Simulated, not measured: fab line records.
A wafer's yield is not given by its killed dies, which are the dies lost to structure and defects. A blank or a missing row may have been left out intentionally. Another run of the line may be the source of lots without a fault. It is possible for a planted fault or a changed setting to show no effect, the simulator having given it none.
One fault seen from 2 desks | flow nand harc | every desk sees just its own numbers, and what lay behind them comes last

## FOR THE TOOL OWNER'S DESK: rie diel-12
The tool's own readings at NHARC_A_STAIRCASE_ETCH_234 (etches the open film in C4F8/O2, target depth 100 nm, time 40.5 s): means of the sampled wafers that have a number, for each lot that ran on this tool. A lot is out of limits, marked OUT, if its mean lies more than 4 standard deviations from the usual mean; the brackets give that distance.
Columns: A = oes product au at NHARC_A_STAIRCASE_ETCH_234, usual 0.941 a.u.; B = rf vpp V at NHARC_A_STAIRCASE_ETCH_234, usual 898 V
lot  | first seen here | A     | B
L565 | day 11 15:35    | 0.942 | 895
L567 | day 12 10:37    | 0.941 | 903
L569 | day 13 05:10    | 0.937 | 899
L581 | day 15 11:14    | 0.919 | 899
L579 | day 15 18:20    | 0.938 | 896
L584 | day 16 09:40    | 0.940 | 895
This desk's verdict: no lot among the 6 shows anything out of limits.

## THE METROLOGY DESK
Lot by lot, what the gauges showed, no matter which tool ran the lot: averages of those sampled wafers that carry a number. A lot is out of limits, marked OUT, if its mean lies more than 4 standard deviations from the usual mean; the brackets give that distance.
Columns: A = cd nm at NHARC_A_BONDPAD_CD_MEAS_13, usual 498.8 nm
lot  | first seen here | A
L563 | day 18 02:02    | 499.4
L565 | day 18 06:21    | 499.9
L568 | day 18 13:05    | 501.3
L566 | day 18 13:47    | 502.3
L567 | day 19 08:28    | 496.9
L573 | day 20 04:58    | 499.6
L569 | day 20 05:20    | 497.1
L572 | day 20 08:11    | 499.7
L574 | day 20 21:15    | 498.0
L579 | day 22 09:59    | 499.9
L581 | day 22 11:07    | 498.5
L585 | day 23 23:39    | 497.1
L584 | day 24 00:16    | 499.6
L586 | day 24 00:50    | 498.8
This desk's verdict: no lot among the 14 shows anything out of limits.

## ALL TOGETHER
The tool owner's desk saw nothing out of limits.
Nothing out of limits was seen by the metrology desk.

## WHAT THE SIMULATOR PUT IN
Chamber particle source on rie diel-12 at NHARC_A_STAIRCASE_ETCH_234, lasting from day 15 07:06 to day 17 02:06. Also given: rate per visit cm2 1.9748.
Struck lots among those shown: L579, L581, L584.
